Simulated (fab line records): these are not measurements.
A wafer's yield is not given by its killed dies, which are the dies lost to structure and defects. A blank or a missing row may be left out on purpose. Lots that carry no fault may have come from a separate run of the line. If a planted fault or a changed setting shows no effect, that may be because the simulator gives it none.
Matching of chambers + flow n5Finfet + N5_BEOL_M7_DESCUM_16 on rieDiel-01 has 4 sister chambers
The step chemistry O2, time 7.9 s. 4 wafers are shown with their chamber, then 10 later ones without.

## WAFERS, EACH WITH ITS CHAMBER
| wafer  | chamber | drypumpMotorCurrentA (A) |
|--------|---------|--------------------------|
| L085.4 | 0       | 5.8                      |
| L088.5 | 2       | 4.9                      |
| L090.3 | 3       | 4.7                      |
| L090.4 | 1       | 5.7                      |

## WAFERS WHOSE CHAMBER IS MISSING
| wafer  | drypumpMotorCurrentA (A) |
|--------|--------------------------|
| L090.6 | 4.9                      |
| L092.1 | 4.6                      |
| L092.2 | 5.8                      |
| L092.3 | 5.8                      |
| L093.3 | 5.0                      |
| L093.4 | 5.7                      |
| L093.6 | 5.8                      |
| L094.1 | 5.8                      |
| L094.4 | 4.7                      |
| L094.6 | 5.0                      |

## EACH ONE'S CHAMBER
| wafer  | from the rows above     | in truth |
|--------|-------------------------|----------|
| L090.6 | 2                       | 2        |
| L092.1 | 3                       | 3        |
| L092.2 | can't be placed: 0 or 1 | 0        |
| L092.3 | can't be placed: 0 or 1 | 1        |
| L093.3 | 2                       | 2        |
| L093.4 | can't be placed: 1 or 0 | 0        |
| L093.6 | can't be placed: 0 or 1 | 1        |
| L094.1 | can't be placed: 0 or 1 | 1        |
| L094.4 | 3                       | 3        |
| L094.6 | 2                       | 2        |
5 of 10 placed correctly. Cannot be placed on the basis of these rows: 5; the candidates contain the true chamber in 5. Number placed wrongly: 0.
How it was worked out, from the rows above alone: a wafer's distance from a chamber is the root of the sum, over the readings, of the square of ((its reading less the chamber's mean) divided by the reading's scatter). If the next closest chamber is less than 2 further off than the closest, the wafer can't be placed; otherwise it belongs to the closest. Each chamber's mean is taken over the wafers shown for it. The scatter: root of mean squared gap, hidden wafer to nearest shown wafer, with one shown wafer a chamber.
